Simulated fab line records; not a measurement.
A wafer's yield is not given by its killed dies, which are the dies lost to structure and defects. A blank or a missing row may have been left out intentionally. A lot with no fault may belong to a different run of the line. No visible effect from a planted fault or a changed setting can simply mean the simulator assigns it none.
Matching of chambers	flow n5Finfet	N5_BEOL_M8_STRIP_19 on rieDiel-05 has 4 sister chambers
The step strips in O2. 16 wafers are shown with their chamber, then 8 later ones without.

## WAFERS, EACH WITH ITS CHAMBER
wafer	chamber	drypumpMotorCurrentA (A)	showerheadPlenumPTorr (Torr)	throttleValvePct (%)
L074.1	2	5.2	1.998	16.76
L074.2	3	5.7	2.072	17.13
L074.5	0	5.1	2.077	16.74
L077.4	1	6.0	2.061	16.34
L077.5	3	5.7	2.067	17.15
L077.6	2	5.1	1.993	16.81
L079.2	2	5.1	1.991	16.82
L079.4	1	6.0	2.058	16.34
L079.6	3	5.7	2.065	17.16
L080.1	3	5.7	2.065	17.17
L080.4	2	5.2	1.990	16.81
L080.5	3	5.7	2.065	17.17
L081.3	2	5.1	1.990	16.81
L081.5	2	5.1	1.990	16.83
L081.6	3	5.7	2.064	17.17
L082.1	0	5.1	2.072	16.31

SIGNATURES (means of the wafers above)
reading	chamber 0	chamber 1	chamber 2	chamber 3	scatter within a chamber
drypumpMotorCurrentA	5.100	6.000	5.133	5.700	0.0333
showerheadPlenumPTorr	2.07450	2.05950	1.99200	2.06633	0.00303
throttleValvePct	16.5250	16.3400	16.8067	17.1583	0.0898
Rule: for each reading, subtract the chamber's mean from the wafer's reading, divide by that reading's scatter and square the result; add these up over the readings and take the root, which gives the wafer's distance from the chamber. If the next closest chamber is less than 2 further off than the closest, the wafer can't be placed; otherwise it belongs to the closest. The scatter is the square root of a quotient: the sum, over the shown wafers, of each reading's squared deviation from its chamber's mean, divided by wafers minus chambers.

## WAFERS WITH NO CHAMBER GIVEN
wafer	drypumpMotorCurrentA (A)	showerheadPlenumPTorr (Torr)	throttleValvePct (%)
L082.3	5.7	2.063	17.16
L082.5	5.1	1.989	16.84
L085.1	6.0	2.055	16.36
L085.2	5.1	2.071	16.31
L085.3	5.1	1.988	16.82
L090.1	5.1	2.068	16.33
L090.2	6.0	2.053	16.38
L090.6	6.0	2.053	16.39

## WHICH CHAMBER EACH ONE RAN IN
wafer	from the rows above	in truth
L082.3	3	3
L082.5	2	2
L085.1	1	1
L085.2	0	0
L085.3	2	2
L090.1	0	0
L090.2	1	1
L090.6	1	1
Placed correctly: 8 of 8. Number that these rows cannot place: 0. Wrongly placed: 0.
